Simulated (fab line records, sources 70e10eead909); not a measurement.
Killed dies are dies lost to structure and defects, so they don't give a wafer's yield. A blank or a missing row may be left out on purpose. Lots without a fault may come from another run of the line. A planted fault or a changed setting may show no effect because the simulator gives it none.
Chamber matching | flow nand_harc | NHARC_A_CHANNEL_FILL_D1_ETCHBACK_20 on rie_diel-09: 4 sister chambers
The step etches the open film in C4F8/O2/Ar, target depth 27 nm, time 13.5 s. 4 wafers are shown with their chamber, then 12 later ones without.

WAFERS WITH THEIR CHAMBER
wafer  | chamber | rf_vpp_V (V)
L083.4 | 2       | 988
L087.4 | 3       | 973
L088.1 | 1       | 984
L088.5 | 0       | 978

WAFERS WITHOUT THEIR CHAMBER
wafer  | rf_vpp_V (V)
L088.2 | 987
L088.4 | 972
L088.6 | 983
L090.1 | 974
L090.3 | 987
L090.4 | 982
L093.2 | 972
L093.4 | 988
L093.5 | 987
L097.3 | 987
L097.5 | 972
L097.6 | 976

WHICH CHAMBER EACH WENT THROUGH
wafer  | from the rows above     | in truth
L088.2 | can't be placed: 2 or 1 | 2
L088.4 | 3                       | 3
L088.6 | 1                       | 1
L090.1 | 3                       | 3
L090.3 | can't be placed: 2 or 1 | 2
L090.4 | can't be placed: 1 or 0 | 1
L093.2 | 3                       | 3
L093.4 | 2                       | 2
L093.5 | can't be placed: 2 or 1 | 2
L097.3 | can't be placed: 2 or 1 | 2
L097.5 | 3                       | 3
L097.6 | can't be placed: 0 or 3 | 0
Placed correctly: 6 of 12. Can't be placed from these rows: 6 (the true chamber is among the candidates in 6). Placed wrongly: 0.
How it was worked out, from the rows above alone: a wafer's distance from a chamber is the root of the sum, over the readings, of the square of ((its reading less the chamber's mean) divided by the reading's scatter). The wafer belongs to the nearest chamber; if the next one is less than 2 further off, it can't be placed. A chamber's mean is the mean of its shown wafers. The scatter: with one shown wafer a chamber, the root of the mean of the squares of how far each hidden wafer lies from its nearest shown one.
